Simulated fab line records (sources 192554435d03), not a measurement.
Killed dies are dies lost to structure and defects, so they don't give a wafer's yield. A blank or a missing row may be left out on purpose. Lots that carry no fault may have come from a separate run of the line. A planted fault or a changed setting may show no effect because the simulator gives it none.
Matching of chambers -- flow n5_finfet -- rie_si-03 running N5_ZERO_LAYER_ETCH_18: 4 sister chambers
The step etches Si in HBr/Cl2, target depth 120 nm, time 40 s. 22 wafers are shown with their chamber, then 11 later ones without.

## WAFERS WITH THEIR CHAMBER
wafer,chamber,drypump_motor_current_A (A),oes_product_au (a.u.)
L074.1,1,5.1,1.001
L074.3,0,6.4,0.991
L074.4,3,5.5,1.032
L075.1,0,6.4,0.992
L075.4,3,5.5,1.035
L075.6,2,5.7,0.987
L076.4,3,5.5,1.043
L076.5,3,5.5,1.024
L076.6,2,5.7,0.987
L080.1,3,5.5,1.031
L080.4,1,5.1,1.006
L080.5,2,5.7,0.991
L081.1,2,5.7,0.987
L081.2,3,5.5,1.036
L081.6,2,5.6,0.989
L082.1,2,5.7,0.983
L082.3,3,5.5,1.026
L082.4,0,6.4,0.997
L083.3,1,5.1,0.999
L083.5,3,5.6,1.038
L083.6,0,6.4,0.982
L086.3,2,5.7,0.980

SIGNATURES (means of the wafers above)
reading,chamber 0,chamber 1,chamber 2,chamber 3,scatter within a chamber
drypump_motor_current_A,6.400,5.100,5.686,5.513,0.031
oes_product_au,0.99050,1.00200,0.98629,1.03313,0.00526
Rule: distance of a wafer from a chamber = root of the sum over the readings of ((wafer's reading minus chamber's mean) / reading's scatter) squared. The wafer belongs to the nearest chamber; if the next one is less than 2 further off, it can't be placed. The scatter: the root of (the sum of the squares of (reading less its chamber's mean) over the shown wafers, divided by (wafers less chambers)).

## WAFERS WITHOUT THEIR CHAMBER
wafer,drypump_motor_current_A (A),oes_product_au (a.u.)
L086.4,5.1,1.004
L086.6,6.4,0.976
L087.2,5.5,1.030
L087.4,5.1,1.001
L087.6,5.7,0.973
L090.2,5.7,0.985
L090.3,5.1,0.994
L090.5,5.7,0.982
L095.1,5.5,1.032
L095.2,5.1,0.993
L095.3,5.7,0.982

## EACH ONE'S CHAMBER
wafer,from the rows above,in truth
L086.4,1,1
L086.6,0,0
L087.2,3,3
L087.4,1,1
L087.6,2,2
L090.2,2,2
L090.3,1,1
L090.5,2,2
L095.1,3,3
L095.2,1,1
L095.3,2,2
Placed correctly: 11 of 11. From these rows, 0 cannot be placed. 0 placed wrongly.
